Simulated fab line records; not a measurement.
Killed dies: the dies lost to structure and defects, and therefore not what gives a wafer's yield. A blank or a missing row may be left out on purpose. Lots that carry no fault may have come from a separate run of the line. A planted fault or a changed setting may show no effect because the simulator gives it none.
Struck lot and sound lot, side by side / flow n5Finfet / 31 out of 1938 route steps
Sound: these wafers, L128.1, L128.5, L128.6. Wafers L135.4, L135.5, L135.6 were the ones struck. The cause comes at the end.
Per side, at each step with rows, come the tool, then ch with its chambers, and then its first start. Under that, the readings that differ: sound wafers / struck wafers / difference of the means / sigmas: that difference in standard deviations of wafers without a fault.
alike: words and numbers the same on both sides, and readings whose means are apart by under 2 such deviations; not compared: readings that were withheld, readings missing a value for some wafer, numbers with overlapping values and no deviation given by the record, and bounds like >300 which may hide the same value.
Wherever a step has rows on one side only, a row that says differs or no value, or a row with sigmas, the two part there. When numbers do not overlap yet have no deviation, they are printed without sigmas and do not part them. Lack of a reading on every wafer of one side parts them only where that side has two or more wafers.

first, 6 steps without rows for these wafers: N5_BEOL_M13_EBR_06; N5_BEOL_M13_SOFTBAKE_05 (time 60 s); N5_BEOL_M13_EXPOSE_07 (exposes mask V12); N5_BEOL_M13_PEB_08 (peb time 90 s); N5_BEOL_M13_DEVELOP_09 (develop time 45 s); N5_BEOL_M13_HARDBAKE_14 (time 120 s).
N5_BEOL_M13_CD_MEAS_10: target cd 190 nm.
  sound on cdSem-01 ch 0, day 11 09:41; struck on cdSem-02 ch 0, day 12 19:40
  alike: cdNm
N5_BEOL_M13_OVL_MEAS_11:
  sound on overlay-02 ch 0, day 11 09:43; struck on overlay-02 ch 0, day 12 19:41
  alike: V12_OVL
N5_BEOL_M13_INSPECT_12: inspects for defects (macro).
  sound: defectInspect-01 at day 11 09:44; struck: defectInspect-02 at day 12 19:43
  alike: rawDefectCount
N5_BEOL_M13_DESCUM_15: chemistry O2, time 7.9 s.
  sound on rieDiel-03 ch 0,1, day 11 09:46; struck on rieDiel-05 ch 0,1,3, day 12 19:45
  alike: chamberPressureMTorr, drypumpMotorCurrentA, oesProductAu, rfVppV, showerheadPlenumPTorr, throttleValvePct
  not compared: rfHoursCounterH
N5_BEOL_M13_ETCH_59: etches BARC in N2/H2, target depth 89 nm, overetch 26.7 nm, time 67.9 s.
  sound on rieDiel-03 ch 0,1, day 11 09:49; struck on rieDiel-05 ch 0,1,3, day 12 19:47
  alike: chamberPressureMTorr, drypumpMotorCurrentA, oesProductAu, rfVppV, showerheadPlenumPTorr, throttleValvePct
  not compared: rfHoursCounterH
N5_BEOL_M13_VIA_ETCH_16: etches SiOC in C4F8/O2/Ar, target depth 921.7 nm.
  sound on rieDiel-03 ch 0,1, day 11 09:52; struck on rieDiel-05 ch 0,1,3, day 12 19:50
  alike: C4F8_flow_sccm, chamberPressureMTorr, drypumpMotorCurrentA, oesProductAu, rfVppV, showerheadPlenumPTorr, throttleValvePct
N5_BEOL_M13_STRIP_63: strips in N2/H2.
  sound on plasmaAsher-01 ch 0,1, day 11 10:05; struck on plasmaAsher-01 ch 0,1, day 12 20:06
  alike: chamberPressureMTorr, drypumpMotorCurrentA, heaterPowerW, oesProductAu, stripTimeToEndpointS
  not compared: rfHoursCounterH
N5_BEOL_M13_STRIP_64: strips in N2/H2.
  sound on plasmaAsher-01 ch 0,1, day 11 10:09; struck on plasmaAsher-01 ch 0,1, day 12 20:10
reading=stripTimeToEndpointS (s); sound=31.52 31.52 31.58; struck=31.35 31.31 31.28; difference=-0.23; sigmas=-3
  alike: drypumpMotorCurrentA, heaterPowerW, oesProductAu
  not compared: rfHoursCounterH
then, 2 steps without rows for these wafers: N5_BEOL_M13_STRIP_71 (strips in post etch residue remover, time 60 s); N5_BEOL_M13_SRD_72 (time 30 s, dry time 30 s).
N5_BEOL_M13_CD_MEAS_17: target cd 190 nm.
  sound: cdSem-01 at day 11 10:18; struck: cdSem-01 at day 12 20:17
  alike: cdNm
then, 9 steps without rows for these wafers: N5_BEOL_M13_COAT_65 (time 60 s, resist thk 350 nm); N5_BEOL_M13_COAT_66 (time 60 s, resist thk 110 nm); N5_BEOL_M13_COAT_22 (resist thk 300 nm); N5_BEOL_M13_EBR_24; N5_BEOL_M13_SOFTBAKE_23 (time 60 s); N5_BEOL_M13_EXPOSE_25 (exposes mask M13, target cd 210 nm); N5_BEOL_M13_PEB_26 (peb time 90 s); N5_BEOL_M13_DEVELOP_27 (develop time 45 s); N5_BEOL_M13_HARDBAKE_32 (time 120 s).
N5_BEOL_M13_CD_MEAS_28: target cd 209.5 nm.
  sound on cdSem-01 ch 0, day 11 10:38; struck on cdSem-01 ch 0, day 12 20:44
  alike: cdNm
N5_BEOL_M13_OVL_MEAS_29:
  sound on overlay-01 ch 0, day 11 10:40; struck on overlay-02 ch 0, day 12 20:46
  alike: M13_OVL
N5_BEOL_M13_INSPECT_30: inspects for defects (macro).
  sound: defectInspect-01 at day 11 10:41; struck: defectInspect-02 at day 12 20:47
reading=rawDefectCount; sound=1 3 1; struck=>300 288 >300; difference=differs; sigmas=
N5_BEOL_M13_DESCUM_33: chemistry O2, time 7.9 s.
  sound on rieDiel-03 ch 0,3, day 11 10:43; struck on rieDiel-04 ch 0,2,3, day 12 20:50
  alike: chamberPressureMTorr, drypumpMotorCurrentA, oesProductAu, rfVppV, showerheadPlenumPTorr, throttleValvePct
  not compared: rfHoursCounterH
N5_PASSIVATION_PROBE_49:
  the record has rows for the sound wafers here (prober-01, day 13 00:42) and none for the struck ones

## WHERE THEY PART
Earliest at N5_BEOL_M13_STRIP_64; latest, in this record, at N5_PASSIVATION_PROBE_49.

WHY: whatever the simulator had introduced
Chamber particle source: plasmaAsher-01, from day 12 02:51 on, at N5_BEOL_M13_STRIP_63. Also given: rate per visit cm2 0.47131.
